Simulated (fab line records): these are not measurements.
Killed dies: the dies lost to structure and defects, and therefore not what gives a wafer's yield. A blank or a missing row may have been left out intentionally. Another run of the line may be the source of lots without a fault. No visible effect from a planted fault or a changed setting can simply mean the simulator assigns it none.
Which tool did it? || flow nand harc || 7 lots with 19 wafers sampled at 3 steps, on a route of 1159 steps

WHAT THE GAUGES READ, wafer by wafer
NHARC_A_ONON_D1_THK_MEAS_27: measures by ellipsometry.
{"lot": "L221", "measured": "day 8 06:52", "on": "film metro-01", "thk nm (nm)": "1008 1008 1009"}
{"lot": "L224", "measured": "day 9 01:27", "on": "film metro-01", "thk nm (nm)": "989 1833"}
{"lot": "L227", "measured": "day 9 22:16", "on": "film metro-02", "thk nm (nm)": "1845 999"}
{"lot": "L232", "measured": "day 11 04:14", "on": "film metro-02", "thk nm (nm)": "1007 1007 1007"}
{"lot": "L235", "measured": "day 11 23:53", "on": "film metro-02", "thk nm (nm)": "997 998 1000"}
{"lot": "L239", "measured": "day 12 22:22", "on": "film metro-01", "thk nm (nm)": "1023 1022 1022"}
{"lot": "L241", "measured": "day 13 09:04", "on": "film metro-02", "thk nm (nm)": "995 992 994"}

WHICH TOOL RAN EACH LOT (tool, then ch and the chambers of the sampled wafers, then the start)
{"lot": "L221", "NHARC_A_ZERO_WELL_RTA_16": "rtp anneal-01 ch 0, day 6 22:07", "NHARC_A_ONON_D1_DEP_25": "pecvd onon-01 ch 0, day 8 06:25"}
{"lot": "L224", "NHARC_A_ZERO_WELL_RTA_16": "rtp anneal-01 ch 0, day 7 16:34", "NHARC_A_ONON_D1_DEP_25": "pecvd onon-04 ch 0, day 9 01:10"}
{"lot": "L227", "NHARC_A_ZERO_WELL_RTA_16": "rtp anneal-02 ch 0, day 8 13:25", "NHARC_A_ONON_D1_DEP_25": "pecvd onon-04 ch 0, day 9 21:49"}
{"lot": "L232", "NHARC_A_ZERO_WELL_RTA_16": "rtp anneal-02 ch 0, day 9 17:02", "NHARC_A_ONON_D1_DEP_25": "pecvd onon-02 ch 0, day 11 03:44"}
{"lot": "L235", "NHARC_A_ZERO_WELL_RTA_16": "rtp anneal-01 ch 0, day 10 15:25", "NHARC_A_ONON_D1_DEP_25": "pecvd onon-02 ch 0, day 11 23:26"}
{"lot": "L239", "NHARC_A_ZERO_WELL_RTA_16": "rtp anneal-02 ch 0, day 11 13:20", "NHARC_A_ONON_D1_DEP_25": "pecvd onon-04 ch 0, day 12 21:54"}
{"lot": "L241", "NHARC_A_ZERO_WELL_RTA_16": "rtp anneal-01 ch 0, day 11 22:10", "NHARC_A_ONON_D1_DEP_25": "pecvd onon-01 ch 0, day 13 08:37"}
- NHARC_A_ZERO_WELL_RTA_16: time 10 s.
- NHARC_A_ONON_D1_DEP_25: target thk 1000 nm.

THE ANSWER, worked out from the rows above alone
Rule: the usual values come from the lots themselves. Put in order of their means at a reading, lots are off if they are a third of the lots or fewer, leave a main group of 4 or more, and stand apart from it by a gap of 3 or more times the standard deviation of the main group's means; of several such gaps the widest counts. The tables above print the reading to a certain number of digits; a main group whose means all agree to those digits is not used. A lot without any number at a reading at which 4 lots or more have one is off too. The other lots that the step has rows for count as sound.
Off at NHARC_A_ONON_D1_THK_MEAS_27 (thk nm): L224, L227. Mean 1006 nm and standard deviation 9.8 in the main group.
A tool fits if, at a process step before that reading, it ran every lot that is off, and no sound lot after the first of them. The gauges at NHARC_A_ONON_D1_THK_MEAS_27 are tried like those tools. No candidate that was tried fits.

WHAT THE SIMULATOR PUT IN
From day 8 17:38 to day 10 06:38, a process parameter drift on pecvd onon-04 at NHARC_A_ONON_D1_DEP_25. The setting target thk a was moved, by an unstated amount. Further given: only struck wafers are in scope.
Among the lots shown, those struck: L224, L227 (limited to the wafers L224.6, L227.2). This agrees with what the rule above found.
